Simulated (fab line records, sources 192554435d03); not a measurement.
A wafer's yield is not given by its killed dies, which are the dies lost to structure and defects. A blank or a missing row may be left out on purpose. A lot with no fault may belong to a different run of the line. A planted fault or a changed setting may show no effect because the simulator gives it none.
Split-lot experiment | flow n5_finfet | route with 1938 steps; 7 lots, 21 wafers read

== SPLIT DETAILS ==
At N5_MOL_CONTACT_COAG_ETCH_105 (etches SiARC in CF4, target depth 15.6 nm, time 26 s), the setting bias_w was moved away from the recipe's 36 W on 9 of the 21 wafers read, by -13.8% to +17.8%. All remaining wafers had this setting at the recipe value.

The reading comes from the split's own step.

== THE READING ==
rf_vpp_V, in V, at N5_MOL_CONTACT_COAG_ETCH_105 (etches SiARC in CF4, target depth 15.6 nm, time 26 s). A value of 184.2 V with a standard deviation of 1.2 V is what fault-free wafers of this fab line usually give.

wafer  | tool, chamber at the split | bias_w as run, W | against the recipe | rf_vpp_V, V | against lot-mates on the recipe
L076.3 | rie_diel-04, 3             | 36               | recipe             | 184.7       | -
L076.4 | rie_diel-04, 0             | 32.65            | -9.3%              | 171.5       | -12.6
L076.5 | rie_diel-04, 0             | 36               | recipe             | 183.5       | -
L077.1 | rie_diel-05, 1             | 36               | recipe             | 183.9       | -
L077.3 | rie_diel-05, 2             | 36               | recipe             | 184.7       | -
L077.4 | rie_diel-05, 0             | 36               | recipe             | 183.2       | -
L078.1 | rie_diel-02, 2             | 31.02            | -13.8%             | 167.6       | -17.9
L078.4 | rie_diel-02, 3             | 36               | recipe             | 185.5       | -
L078.6 | rie_diel-02, 1             | 31.02            | -13.8%             | 167.5       | -18.0
L079.1 | rie_diel-04, 3             | 42.39            | +17.8%             | 206.6       | +22.4
L079.2 | rie_diel-04, 0             | 42.39            | +17.8%             | 202.8       | +18.6
L079.3 | rie_diel-04, 1             | 36               | recipe             | 184.2       | -
L083.3 | rie_diel-04, 0             | 40.4             | +12.2%             | 197.2       | +12.9
L083.5 | rie_diel-04, 3             | 36               | recipe             | 185.5       | -
L083.6 | rie_diel-04, 2             | 36               | recipe             | 183.1       | -
L085.1 | rie_diel-05, 1             | 41.28            | +14.7%             | 200.8       | +17.5
L085.3 | rie_diel-05, 0             | 36               | recipe             | 183.3       | -
L085.4 | rie_diel-05, 3             | 41.28            | +14.7%             | 202.6       | +19.3
L092.2 | rie_diel-02, 0             | 38.62            | +7.3%              | 191.6       | +7.9
L092.4 | rie_diel-02, 1             | 36               | recipe             | 184.3       | -
L092.5 | rie_diel-02, 0             | 36               | recipe             | 183.0       | -

THE FIT
A straight line over all 21 wafers: rf_vpp_V changes by +1.18 V for each +1% of bias_w; r = +1.00; the points scatter about the line by 1.1 V.
The same after taking each lot's own level away (the mean of its wafers on the recipe; 21 wafers): +1.22 V for each +1%; r = +1.00; scatter 1.1 V.
According to that fit, moving bias_w by its largest amount changes the reading by 22 V.
Across the lots, their own levels run from 183.30 to 185.50 V, a range of 1.8 times the standard deviation given above.
Hence the lot-to-lot level has little effect on the slope; both slopes agree.
Check: for one of the wafers moved furthest among these (+17.8%), held out of the fit, the line's prediction against its lot-mates is +21 V. It came out at +22.4 V against them.
Tool readings at the split's step, against how far the setting was moved: rf_vpp_V r = +1.00.

== THE FILE'S OWN FIT ==
rf_vpp_V changes by +1.2 V for each +1% of bias_w, r = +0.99.
